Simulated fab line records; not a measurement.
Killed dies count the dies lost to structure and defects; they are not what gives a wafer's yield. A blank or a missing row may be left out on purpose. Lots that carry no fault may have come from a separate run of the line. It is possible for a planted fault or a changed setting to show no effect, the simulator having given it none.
Lot-split experiment ; flow n5Finfet ; 21 wafers read across 7 lots, on a route 1938 steps long

## ON THE SPLIT
At N5_FIN_SAQP_PEB_14 (peb time 60 s), the setting pebTimeS was moved away from the recipe's 60 s on 9 of the 21 wafers read, by -15.6% to +21.6%. The other wafers ran this setting at the recipe's value.

## FROM THE SPLIT TO THE READING: what the file shows between them, 1 step
- N5_FIN_SAQP_DEVELOP_15: develop time 30 s

## THE READING
cdNm, in nm, at N5_FIN_SAQP_CD_MEAS_16 (target cd 35.6 nm). Fault-free wafers of this fab line usually give 35.4 nm, standard deviation 0.34 nm.

wafer;tool, chamber at the split;pebTimeS as run, s;against the recipe;cdNm, nm;against lot-mates on the recipe
L075.1;lithoTrack-01, 0;54.14;-9.8%;37.4;+2.0
L075.3;lithoTrack-01, 0;54.14;-9.8%;37.2;+1.8
L075.6;lithoTrack-01, 0;60;recipe;35.4;-
L076.2;lithoTrack-04, 0;60;recipe;34.9;-
L076.3;lithoTrack-04, 0;60;recipe;35.1;-
L076.6;lithoTrack-04, 0;50.63;-15.6%;37.9;+2.9
L079.2;lithoTrack-05, 0;60;recipe;36.4;-
L079.3;lithoTrack-05, 0;60;recipe;35.3;-
L079.4;lithoTrack-05, 0;60;recipe;35.5;-
L083.1;lithoTrack-04, 0;60;recipe;35.0;-
L083.3;lithoTrack-04, 0;70.85;+18.1%;33.0;-2.4
L083.5;lithoTrack-04, 0;60;recipe;35.8;-
L091.3;lithoTrack-04, 0;60;recipe;35.3;-
L091.4;lithoTrack-04, 0;60;recipe;35.0;-
L091.5;lithoTrack-04, 0;66.58;+11.0%;33.3;-1.9
L092.4;lithoTrack-05, 0;60;recipe;35.4;-
L092.5;lithoTrack-05, 0;67.73;+12.9%;33.8;-1.6
L092.6;lithoTrack-05, 0;67.73;+12.9%;34.0;-1.4
L094.2;lithoTrack-04, 0;60;recipe;35.6;-
L094.3;lithoTrack-04, 0;72.98;+21.6%;32.7;-2.9
L094.4;lithoTrack-04, 0;72.98;+21.6%;32.6;-3.0

THE FIT
A straight line over all 21 wafers: cdNm changes by -0.143 nm for each +1% of pebTimeS; r = -0.96; the points scatter about the line by 0.4 nm.
The same after taking each lot's own level away (the mean of its wafers on the recipe; 21 wafers): -0.149 nm for each +1%; r = -0.98; scatter 0.33 nm.
Per that fit: largest pebTimeS move, reading shift of 3.2 nm.
Measured against the standard deviation above, the lots' own levels, which go from 35.00 to 35.73 nm, span 2.2 times it.
So the lot-to-lot level changes the slope little: the two slopes agree.
Check: -3.15 nm against its lot-mates is what the line predicts for one of the wafers moved furthest among these (+21.6%) when that wafer is left out of the fit. Against them it came out at -2.9 nm.

## OTHER SPLITS APPLIED TO THESE WAFERS
Before the reading, these wafers also passed through other splits. Each is held against what the fit with the lots' levels taken away leaves over:
other split on the same wafers;wafers away from the commonest value;r with cdNm (lot level and that fit taken away)
N5_WELL_APT_PEB_23 pebTempC;3;+0.22
N5_FIN_SAQP_HM_DEP_03 timeS;7;-0.37
N5_FIN_SAQP_PECVD_48 timeS;4;+0.11
N5_FIN_SAQP_COAT_50 spinRpm;5;+0.30

## THE FILE'S OWN FIT
cdNm changes by -0.149 nm for each +1% of pebTimeS, r = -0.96.
